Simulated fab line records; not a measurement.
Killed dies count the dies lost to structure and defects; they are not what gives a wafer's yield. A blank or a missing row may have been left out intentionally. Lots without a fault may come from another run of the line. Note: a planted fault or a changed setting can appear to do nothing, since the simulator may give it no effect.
The tool behind it: which one? ; flow nand_harc ; 24 lots with 72 wafers sampled at 6 steps, on a route of 1302 steps

== WHAT EACH GAUGE READ, for each wafer ==
NHARC_A_CONTACT_OVL_MEAS_43.
lot;measured;on;overlay_x_nm (nm);overlay_y_nm (nm)
L075;day 21 08:26;overlay-01;-0.5 0.0 -0.1;-1.1 -1.0 -1.0
L074;day 21 08:01;overlay-02;0.0 0.5 -0.4;1.0 1.5 1.0
L077;day 22 02:45;overlay-01;-1.0 -1.0 -1.1;-1.3 -0.8 -1.7
L076;day 22 03:15;overlay-01;-1.7 -1.2 -1.7;0.0 0.1 0.3
L078;day 22 18:07;overlay-01;-0.1 -0.5 0.2;0.7 1.0 -0.4
L080;day 23 02:04;overlay-02;0.3 0.7 0.5;0.1 0.1 -0.1
L081;day 24 01:49;overlay-02;0.4 -0.4 0.0;-0.8 -1.3 -0.7
L079;day 24 02:21;overlay-01;0.1 0.3 0.0;-0.6 -1.1 -0.7
L082;day 24 20:44;overlay-02;-0.7 -0.9 -0.6;0.3 0.3 0.4
L083;day 24 22:19;overlay-01;0.1 -0.8 -0.3;0.6 -0.4 -0.2
L084;day 25 21:58;overlay-02;0.6 0.3 0.3;-0.3 -0.9 -0.6
L087;day 26 08:53;overlay-01;-1.6 -1.0 -1.5;0.8 0.7 1.1
L085;day 26 08:43;overlay-02;1.4 0.8 0.6;-0.1 -0.8 0.0
L086;day 26 18:39;overlay-02;-1.1 -0.5 -0.5;-1.1 -1.1 -0.3
L089;day 27 11:25;overlay-01;0.8 0.6 0.9;-0.8 -1.1 -0.6
L088;day 27 11:46;overlay-02;0.7 0.8 0.8;0.1 -0.4 0.2
L090;day 28 03:18;overlay-02;-1.5 -0.9 -1.4;0.2 0.3 0.1
L091;day 28 03:01;overlay-01;0.2 0.1 0.1;-0.8 -1.4 -1.2
L092;day 28 14:07;overlay-02;-0.9 -1.1 -1.0;0.3 -0.2 0.1
L093;day 28 20:23;overlay-01;1.4 0.7 1.7;-1.0 -1.1 -0.7
L094;day 29 20:11;overlay-02;-1.9 -1.1 -1.2;0.5 0.2 0.8
L095;day 29 20:01;overlay-02;0.1 -0.2 0.0;0.0 0.2 0.0
L097;day 30 02:40;overlay-02;-0.9 -0.6 -0.8;-0.7 -1.2 -1.2
L096;day 30 13:41;overlay-01;0.4 0.7 0.1;-0.4 0.5 -0.5

NHARC_A_CONTACT_CD_MEAS_69: target cd 300 nm.
lot;measured;on;cd_nm (nm)
L075;day 21 22:49;cd_sem-01;299.8 299.0 299.0
L074;day 21 22:23;cd_sem-01;300.3 299.4 299.8
L077;day 22 14:03;cd_sem-01;299.6 298.5 299.2
L076;day 22 14:59;cd_sem-01;299.6 301.1 300.2
L078;day 23 04:28;cd_sem-02;300.7 300.4 300.8
L080;day 23 12:04;cd_sem-02;298.9 299.0 299.8
L081;day 24 11:47;cd_sem-01;299.8 298.2 300.4
L079;day 24 14:11;cd_sem-03;300.7 300.1 298.7
L082;day 25 06:52;cd_sem-02;298.6 299.1 299.3
L083;day 25 09:44;cd_sem-03;299.9 300.6 300.5
L084;day 26 07:58;cd_sem-03;300.5 299.9 300.3
L087;day 26 23:39;cd_sem-02;299.9 298.8 298.9
L085;day 26 20:55;cd_sem-01;300.1 301.8 299.9
L086;day 27 07:30;cd_sem-03;299.7 301.0 299.3
L089;day 27 22:00;cd_sem-02;300.0 299.1 300.0
L088;day 27 22:58;cd_sem-02;300.0 299.5 300.9
L090;day 28 15:58;cd_sem-01;300.5 301.3 300.9
L091;day 28 13:02;cd_sem-03;300.8 300.7 300.3
L092;day 29 02:15;cd_sem-03;299.5 300.9 300.4
L093;day 29 07:55;cd_sem-02;299.4 300.3 299.3
L094;day 30 08:02;cd_sem-02;298.8 300.2 300.6
L095;day 30 06:44;cd_sem-01;301.3 300.5 299.5
L097;day 30 14:50;cd_sem-01;300.3 300.2 300.9
L096;day 30 23:47;cd_sem-02;301.0 300.7 300.7

== WHICH TOOL RAN EACH LOT (tool, then ch and the chambers of the sampled wafers, then the start) ==
lot;NHARC_A_WL_FILL_ALD_02;NHARC_A_CONTACT_ETCH_50;NHARC_A_CONTACT_ETCH_113;NHARC_A_CONTACT_DEP_58
L075;ald_metal-03 ch 0,1, day 20 07:30;rie_diel-11 ch 0,1,2, day 21 10:43 or earlier;har_cap_etch-01 ch 0,1, day 21 10:43;pecvd-02 ch 1,2, day 21 22:05
L074;ald_metal-01 ch 1,3, day 20 10:40;rie_diel-10 ch 1,3, day 21 10:20 or earlier;har_cap_etch-02 ch 0,1, day 21 10:20;pecvd-02 ch 1,2, day 21 21:40
L077;ald_metal-03 ch 0,1, day 21 01:58;rie_diel-10 ch 1,2, day 22 05:05 or earlier;har_cap_etch-03 ch 0,1, day 22 05:05;pecvd-03 ch 0,1,2, day 22 13:27
L076;ald_metal-02 ch 1,2,3, day 21 02:05;rie_diel-10 ch 0,1,3, day 22 06:25 or earlier;har_cap_etch-02 ch 0,1, day 22 06:25;pecvd-03 ch 0,1,2, day 22 14:16
L078;ald_metal-01 ch 0,1,3, day 21 15:38;rie_diel-10 ch 0,1,2, day 22 20:29 or earlier;har_cap_etch-01 ch 0, day 22 20:29;pecvd-01 ch 0,1, day 23 03:45
L080;ald_metal-01 ch 1,2,3, day 22 02:29;rie_diel-11 ch 0,1,3, day 23 04:23 or earlier;har_cap_etch-01 ch 0,1, day 23 04:23;pecvd-03 ch 0,1,2, day 23 11:28
L081;ald_metal-02 ch 1,2,3, day 23 01:10;rie_diel-11 ch 0,1,2, day 24 04:08 or earlier;har_cap_etch-02 ch 0,1, day 24 04:08;pecvd-01 ch 0,1,2, day 24 11:13
L079;ald_metal-03 ch 2,3, day 23 01:11;rie_diel-09 ch 1,2, day 24 04:40 or earlier;har_cap_etch-01 ch 0,1, day 24 04:40;pecvd-03 ch 0,1, day 24 13:31
L082;ald_metal-02 ch 0,2,3, day 23 21:16;rie_diel-11 ch 0,1,2, day 24 23:02 or earlier;har_cap_etch-01 ch 0,1, day 24 23:02;pecvd-03 ch 0,2, day 25 06:10
L083;ald_metal-03 ch 0,2,3, day 23 21:18;rie_diel-11 ch 1,2,3, day 25 00:48 or earlier;har_cap_etch-03 ch 0,1, day 25 00:48;pecvd-03 ch 0,1, day 25 09:07
L084;ald_metal-02 ch 1,2, day 24 21:54;rie_diel-09 ch 0,3, day 26 00:20 or earlier;har_cap_etch-01 ch 0,1, day 26 00:20;pecvd-03 ch 0,1,2, day 26 07:27
L087;ald_metal-02 ch 2,3, day 25 07:40;rie_diel-09 ch 0,3, day 26 11:10 or earlier;har_cap_etch-01 ch 0,1, day 26 11:10;pecvd-03 ch 1,2, day 26 22:58
L085;ald_metal-03 ch 0,3, day 25 07:53;rie_diel-11 ch 0,2,3, day 26 11:01 or earlier;har_cap_etch-02 ch 0,1, day 26 11:01;pecvd-01 ch 1,2, day 26 20:14
L086;ald_metal-03 ch 0,2,3, day 25 17:29;rie_diel-09 ch 0,1, day 26 21:05 or earlier;har_cap_etch-02 ch 0,1, day 26 21:05;pecvd-01 ch 0,1,2, day 27 06:47
L089;ald_metal-01 ch 0,3, day 26 06:15;rie_diel-11 ch 1,2,3, day 27 13:49 or earlier;har_cap_etch-01 ch 0,1, day 27 13:49;pecvd-01 ch 0,1, day 27 21:16
L088;ald_metal-03 ch 0,1,3, day 26 10:02;rie_diel-09 ch 0,1, day 27 14:44 or earlier;har_cap_etch-02 ch 0,1, day 27 14:44;pecvd-03 ch 0,2, day 27 22:24
L090;ald_metal-02 ch 0,1,3, day 27 02:17;rie_diel-09 ch 0,1,2, day 28 05:35 or earlier;har_cap_etch-01 ch 0,1, day 28 05:35;pecvd-01 ch 0,1,2, day 28 15:23
L091;ald_metal-02 ch 0,1,2, day 27 03:52;rie_diel-11 ch 0,1,2, day 28 05:22 or earlier;har_cap_etch-03 ch 0,1, day 28 05:22;pecvd-01 ch 0,2, day 28 12:28
L092;ald_metal-01 ch 0,1,2, day 27 14:16;rie_diel-11 ch 2,3, day 28 16:26 or earlier;har_cap_etch-02 ch 0,1, day 28 16:26;pecvd-03 ch 0,1,2, day 29 01:41
L093;ald_metal-03 ch 0,2,3, day 27 18:19;rie_diel-11 ch 0,1,2, day 28 22:40 or earlier;har_cap_etch-01 ch 0,1, day 28 22:40;pecvd-02 ch 0,1,2, day 29 07:19
L094;ald_metal-03 ch 0,1, day 28 20:14;rie_diel-09 ch 0,1,3, day 30 00:07 or earlier;har_cap_etch-03 ch 0,1, day 30 00:07;pecvd-02 ch 0,1,2, day 30 07:20
L095;ald_metal-02 ch 0,2,3, day 28 20:15;rie_diel-09 ch 0,3, day 29 22:56 or earlier;har_cap_etch-02 ch 0,1, day 29 22:56;pecvd-03 ch 0,1,2, day 30 06:04
L097;ald_metal-01 ch 1,2,3, day 29 03:23;rie_diel-11 ch 1,2,3, day 30 04:58 or earlier;har_cap_etch-01 ch 0,1, day 30 04:58;pecvd-03 ch 0,1, day 30 14:14
L096;ald_metal-02 ch 1,3, day 29 11:01;rie_diel-11 ch 1,2,3, day 30 15:59 or earlier;har_cap_etch-01 ch 0, day 30 15:59;pecvd-03 ch 1,2, day 30 23:13
- NHARC_A_WL_FILL_ALD_02: deposits TiN, target thk 2 nm, pulse time 3 s, ald cycles 100.
- NHARC_A_CONTACT_ETCH_50: etches the open film in CF4/CHF3, target depth 121 nm, time 60.5 s.
- NHARC_A_CONTACT_ETCH_113: etches the open film in C4F8/O2/Ar, time 190 s, target depth 1850 nm.
- NHARC_A_CONTACT_DEP_58: deposits SiON, target thk 90 nm.

== WHAT THE TOOLS THEMSELVES READ (means of the sampled wafers that have a number; where no wafer has one, the mark that the record gives instead) ==
NHARC_A_WL_FILL_ALD_02.
lot;tool;heater_power_w (W);precursor_pulse_height_rel
L075;ald_metal-03;937;1.001
L074;ald_metal-01;1179;1.011
L077;ald_metal-03;921;1.011
L076;ald_metal-02;1017;1.010
L078;ald_metal-01;1106;1.001
L080;ald_metal-01;1105;0.982
L081;ald_metal-02;1016;0.989
L079;ald_metal-03;1076;0.983
L082;ald_metal-02;1067;0.982
L083;ald_metal-03;1033;0.993
L084;ald_metal-02;1096;0.996
L087;ald_metal-02;981;0.990
L085;ald_metal-03;1035;0.994
L086;ald_metal-03;1032;0.990
L089;ald_metal-01;1020;1.013
L088;ald_metal-03;1003;1.010
L090;ald_metal-02;983;1.005
L091;ald_metal-02;1058;1.016
L092;ald_metal-01;1016;0.989
L093;ald_metal-03;1038;1.004
L094;ald_metal-03;942;0.992
L095;ald_metal-02;1049;0.997
L097;ald_metal-01;1091;0.971
L096;ald_metal-02;910;1.008

NHARC_A_CONTACT_ETCH_50.
lot;tool;drypump_motor_current_A (A);oes_product_au (a.u.);rf_fwd_power_W (W);rf_vpp_V (V);showerhead_plenum_p_Torr (Torr);throttle_valve_pct (%)
L075;rie_diel-11;5.7;0.965;495.6;371.0;1.58;16.799
L074;rie_diel-10;5.4;0.971;490.6;370.2;1.57;16.801
L077;rie_diel-10;5.5;0.924;495.6;369.8;1.56;16.806
L076;rie_diel-10;5.7;0.937;493.1;369.2;1.55;16.812
L078;rie_diel-10;5.5;0.934;494.0;369.8;1.55;16.799
L080;rie_diel-11;6.0;0.980;496.3;371.4;1.60;16.797
L081;rie_diel-11;5.7;0.976;494.2;370.5;1.58;16.801
L079;rie_diel-09;6.2;0.972;491.6;368.6;1.51;16.802
L082;rie_diel-11;5.7;0.967;492.4;370.3;1.58;16.805
L083;rie_diel-11;5.9;0.969;494.6;372.2;1.61;16.797
L084;rie_diel-09;6.0;0.978;495.9;369.6;1.55;16.798
L087;rie_diel-09;5.9;0.925;494.9;369.6;1.55;16.807
L085;rie_diel-11;5.8;0.968;493.7;371.6;1.59;16.805
L086;rie_diel-09;6.1;0.933;489.5;369.1;1.53;16.801
L089;rie_diel-11;5.9;0.959;493.4;371.5;1.61;16.806
L088;rie_diel-09;6.1;0.928;492.5;369.7;1.53;16.803
L090;rie_diel-09;6.1;0.931;493.8;368.0;1.51;16.806
L091;rie_diel-11;5.7;0.960;493.2;371.0;1.58;16.806
L092;rie_diel-11;6.0;0.954;494.5;372.1;1.63;16.792
L093;rie_diel-11;5.7;0.922;493.8;371.7;1.58;16.803
L094;rie_diel-09;6.0;0.941;494.5;369.2;1.53;16.799
L095;rie_diel-09;5.9;0.959;497.5;369.3;1.54;16.804
L097;rie_diel-11;5.9;0.966;493.3;372.1;1.61;16.803
L096;rie_diel-11;5.9;0.964;493.4;371.8;1.61;16.795

NHARC_A_CONTACT_DEP_58.
lot;tool;heater_power_w (W);rf_fwd_power_W (W)
L075;pecvd-02;673;346.6
L074;pecvd-02;676;347.0
L077;pecvd-03;743;348.6
L076;pecvd-03;772;347.9
L078;pecvd-01;880;349.7
L080;pecvd-03;729;347.6
L081;pecvd-01;771;350.3
L079;pecvd-03;673;348.6
L082;pecvd-03;729;348.7
L083;pecvd-03;757;347.6
L084;pecvd-03;756;347.4
L087;pecvd-03;768;349.2
L085;pecvd-01;870;348.6
L086;pecvd-01;750;348.7
L089;pecvd-01;818;349.4
L088;pecvd-03;738;348.3
L090;pecvd-01;745;348.7
L091;pecvd-01;718;348.9
L092;pecvd-03;704;349.4
L093;pecvd-02;726;348.3
L094;pecvd-02;781;346.2
L095;pecvd-03;779;347.5
L097;pecvd-03;777;349.2
L096;pecvd-03;796;349.1

== THE ANSWER, worked out from the rows above alone ==
Rule: the lots themselves supply what counts as usual. The widest of any qualifying gaps counts: lots, ordered by their means at a reading, are off when they make up no more than a third of the lots, leave a main group of 4 or more, and stand apart from it by 3 or more times the standard deviation of that group's means. Not used: any main group whose means are identical at the precision the tables above print for the reading. A lot without any number at a reading at which 4 lots or more have one is off too. Where the step has rows for the other lots, those lots are counted as sound. Order of review: gauges by route order, followed by the tools' own readings, for which a lot's mean as printed above is used. The first step at which some lot is off is used, and at that step the reading that is off furthest; a lot without a number counts as furthest.
No lot is off on any of the readings shown, so nothing can be concluded from this.

== WHAT THE SIMULATOR HAD PUT IN ==
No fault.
